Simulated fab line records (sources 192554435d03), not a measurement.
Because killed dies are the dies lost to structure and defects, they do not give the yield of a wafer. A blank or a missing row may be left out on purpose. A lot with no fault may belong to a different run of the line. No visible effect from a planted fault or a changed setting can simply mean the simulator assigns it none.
Chamber matching	flow n5 finfet	4 sister chambers for N5_BEOL_M5_STRIP_19 on rie diel-01
The step strips in O2. 8 wafers are shown with their chamber, then 8 later ones without.

== EACH WAFER AND ITS CHAMBER ==
wafer	chamber	oes product au (a.u.)	showerhead plenum p Torr (Torr)
L075.4	1	0.66	1.97
L077.3	1	0.66	1.97
L085.1	2	0.86	2.04
L085.5	3	0.73	1.99
L088.4	0	0.73	2.11
L088.5	3	0.73	1.98
L088.6	2	0.85	2.04
L086.2	0	0.73	2.10

== WAFERS MISSING THEIR CHAMBER ==
wafer	oes product au (a.u.)	showerhead plenum p Torr (Torr)
L086.3	0.74	1.98
L086.6	0.85	2.04
L091.2	0.95	2.23
L091.4	0.83	2.04
L091.6	0.71	2.10
L095.2	0.72	2.10
L095.5	0.71	2.10
L095.6	0.92	2.22

== THE CHAMBER EACH PASSED THROUGH ==
wafer	from the rows above	in truth
L086.3	3	3
L086.6	2	2
L091.2	2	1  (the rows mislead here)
L091.4	2	2
L091.6	0	0
L095.2	0	0
L095.5	0	0
L095.6	2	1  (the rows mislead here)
6 of 8 placed correctly. Not placeable from these rows: 0. 2 placed wrongly.
How it was worked out, from the rows above alone: a wafer's distance from a chamber is the root of the sum, over the readings, of the square of ((its reading less the chamber's mean) divided by the reading's scatter). If the next closest chamber is less than 2 further off than the closest, the wafer can't be placed; otherwise it belongs to the closest. A chamber's mean is the mean of its shown wafers. The scatter is the square root of a quotient: the sum, over the shown wafers, of each reading's squared deviation from its chamber's mean, divided by wafers minus chambers.
